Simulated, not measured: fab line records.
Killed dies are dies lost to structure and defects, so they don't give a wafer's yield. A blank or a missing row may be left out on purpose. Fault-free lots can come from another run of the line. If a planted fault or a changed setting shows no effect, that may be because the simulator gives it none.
Code-filled problem report in 8D (eight disciplines) form / flow n5-finfet / the parts of the form that need people (team, actions taken, sign-off) are left out

== 1. THE ISSUE ==
Wafers without a fault read 66.31 s, standard deviation 0.21; run-length-s at N5_BEOL_M2_COAT_76 reads a mean of 71.64 s on 4 wafers belonging to 3 lots. Relative to the usual mean, that is a shift of +25 standard deviations.
The step: time 60 s, resist thk 5 nm.
The first sign was on wafer L933.4 at day 10 06:03, on litho-track-04. The record has a number at this step for 28 wafers belonging to 10 lots. The rule behind "out" and "out of limits": a value lying over 4 standard deviations away from the usual mean. Any other wafer with a number is counted as sound.

== 2. WHAT THIS IS AND IS NOT ==
question=which readings at this step | is=run-length-s | is not=-
question=which lots | is=L933, L935, L936 | is not=L918, L923, L924, L925, L928, L939, L940
question=which wafers of those lots | is=L933.4, L935.5, L936.4, L936.5 | is not=L933.3, L935.2, L936.2
question=read on which tools | is=litho-track-04 | is not=litho-track-01, litho-track-02
question=when | is=from day 10 06:03 | is not=up to then (16 sound wafers); but 8 sound wafers of L935, L936, L939, L940 came after

== 3. WHAT RULES OUT EACH SUSPECT ==
Counting: if a tool at a process step up to the reading ran every lot that is out, it stays a suspect. Sound lots after the first of them don't rule it out here, since some wafers of a struck lot are sound.
- litho-track-04 at N5_BEOL_M2_COAT_76 (time 60 s, resist thk 5 nm): kept. It processed each lot that is out (first: L933, day 10 06:03); up to then, its last sound lot is L925 (day 8 09:44). Out on those wafers are its own readings of run-length-s.
Remaining after the count: litho-track-04 at N5_BEOL_M2_COAT_76.

== 4. THE CAUSE (what the simulator had put in) ==
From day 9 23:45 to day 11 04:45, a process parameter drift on litho-track-04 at N5_BEOL_M2_COAT_76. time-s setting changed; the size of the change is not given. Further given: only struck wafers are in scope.
After counting, this tool was the only one left.

== 5. SEQUENCE OF EFFECTS, ordered by route ==
Rows list readings where the struck wafers' mean (over those with a number) sits beyond 3 standard deviations from the usual. Only readings for which the record gives a usual standard deviation are gone through. hours: the time from each lot's start at the first step in this table that gives one to its start at this step, as a median over the lots. sigmas: the change in usual standard deviations.
hours=0; step=N5_BEOL_M2_COAT_76; reading=run-length-s; usual=66.31 s; on struck wafers=71.64; change=+5.33; sigmas=+25
The process steps in it:
- N5_BEOL_M2_COAT_76: time 60 s, resist thk 5 nm.
Later steps that measure or inspect, where all struck wafers having a row at the step show a number for every such reading and not one has moved that far: N5_BEOL_M4_RC_MEAS_101.

== 6. HOW IT WOULD HAVE BEEN CAUGHT EARLIER ==
6 hours passed between the start of the fault at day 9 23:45 and the first reading out of limits in this record, taken at day 10 06:03.
